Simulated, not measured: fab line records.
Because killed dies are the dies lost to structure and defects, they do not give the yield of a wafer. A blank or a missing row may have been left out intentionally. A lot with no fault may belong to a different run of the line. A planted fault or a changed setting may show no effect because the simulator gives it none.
Comparing a struck lot with a sound one    flow n5-finfet    37 steps out of a route of 1938
Sound: wafers L993.1, L993.2, L993.4. Wafers struck: L997.1, L997.2, L997.6. The cause is given at the end.
Each step with rows lists, per side, the tool, then ch with its chambers, then its first start. Under that, the readings that differ: sound wafers    struck wafers    difference of the means    sigmas: that difference in standard deviations of wafers without a fault.
alike: words and numbers the same on both sides, and readings whose means are apart by under 2 such deviations; not compared: readings that were withheld, readings missing a value for some wafer, numbers with overlapping values and no deviation given by the record, and bounds like >300 which may hide the same value.
The two part at a step that has a row with sigmas, a row that says differs or no value, or rows on one side only. Numbers that have no deviation but don't overlap get no sigmas and don't part them. Lack of a reading on every wafer of one side parts them only where that side has two or more wafers.

first, 9 steps without rows for these wafers: N5_BEOL_M3_ANNEAL_95 (time 240 s); N5_BEOL_M3_SPUTTER_96 (material Cu, target thk 4.5 nm, time 8.29 s); N5_BEOL_M3_ECD_50 (material Cu, target thk 300 nm); N5_BEOL_M3_ANNEAL_51 (time 90 s); N5_BEOL_M3_CMP_52 (polishes, stops on SiOC, t overpolish 6.8 s, target thk 40 nm); N5_BEOL_M3_PRE_CLEAN_60 (time 15 s); N5_BEOL_M3_CO_CAP_55 (material Co, precursor CCTBA/H2, target thk 2 nm, time 102.1 s); N5_BEOL_M3_PRE_CLEAN_56 (time 15 s); N5_BEOL_M3_DEP_57 (deposits SiCN from 3MS/NH3, target thk 8 nm, time 14 s).
N5_BEOL_M4_ILD_DEP_00: deposits SiOC from DEMS/O2, target thk 79 nm, time 15.3 s.
  sound on pecvd-04 ch 0,1,2, day 8 02:58; struck on pecvd-04 ch 1,2, day 8 20:48
  no value came back on the struck wafers for any of 6 readings (chamber-pressure-Torr (Torr), heater-power-outer-w (W) and others); on the sound wafers chamber-pressure-Torr (Torr) reads 5.001 4.989 4.999
  not compared: since-wet-clean-h
then, 24 steps without rows for these wafers: N5_BEOL_M4_PECVD_72 (deposits SiO2 from TEOS/O2, target thk 16 nm, time 18 s); N5_BEOL_M4_HM_DEP_02 (deposits TiN, target thk 20 nm); N5_BEOL_M4_COAT_61 (time 60 s, resist thk 60 nm); N5_BEOL_M4_COAT_62 (time 60 s, resist thk 12 nm); N5_BEOL_M4_COAT_73 (time 60 s, resist thk 5 nm); N5_BEOL_M4_COAT_05 (resist thk 30 nm); N5_BEOL_M4_EBR_07; N5_BEOL_M4_SOFTBAKE_06 (time 60 s); N5_BEOL_M4_EXPOSE_08 (exposes mask M4); N5_BEOL_M4_PEB_09 (peb time 60 s); N5_BEOL_M4_DEVELOP_10 (develop time 30 s); N5_BEOL_M4_DESCUM_16 (chemistry O2, time 7 s); N5_BEOL_M4_ETCH_74 (etches underlayer in N2/H2, target depth 6.5 nm, time 5.2 s); N5_BEOL_M4_ETCH_63 (etches SiARC in CF4, target depth 15.6 nm, time 26 s); N5_BEOL_M4_ETCH_64 (etches SOC in N2/H2, target depth 75 nm, overetch 22.5 nm, time 121.9 s); N5_BEOL_M4_STRIP_65 (strips in N2/H2); N5_BEOL_M4_STRIP_75 (strips in N2/H2); N5_BEOL_M4_STRIP_66 (strips in CF4); N5_BEOL_M4_HM_OPEN_17 (chemistry Cl2/BCl3, target TiN, target depth 20 nm, overetch 6 nm); N5_BEOL_M4_STRIP_19 (strips in O2); N5_BEOL_M4_COAT_67 (time 60 s, resist thk 60 nm); N5_BEOL_M4_COAT_68 (time 60 s, resist thk 12 nm); N5_BEOL_M4_COAT_76 (time 60 s, resist thk 5 nm); N5_BEOL_M4_COAT_22 (resist thk 30 nm).
N5_BEOL_M4_OCD_MEAS_38:
  sound: ocd-02 at day 8 14:19; struck: ocd-02 at day 9 07:01
reading               sound           struck  difference                     sigmas
trench-depth-nm (nm)  55.8 56.8 55.2  - - -   no value on the struck wafers  
N5_BEOL_M4_RC_MEAS_101:
  the record has rows for the sound wafers here (prober-01 ch 0, day 8 18:10) and none for the struck ones
-- a jump in the record: the struck wafers' starts before and after are 5 days apart (it breaks off in module BEOL_M4 and resumes in module PASSIVATION, where the first step shown is number 1936 of the route) --
N5_PASSIVATION_PROBE_49:
  only the struck wafers here have rows in the record (prober-01, day 13 19:08); the sound ones have none

## WHERE THEY PART
First at N5_BEOL_M4_ILD_DEP_00; last, within this record, at N5_PASSIVATION_PROBE_49.

WHY: what the simulator had put in
Entire step skipped (pecvd-04, N5_BEOL_M4_ILD_DEP_00), from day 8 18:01 onward. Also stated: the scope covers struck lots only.
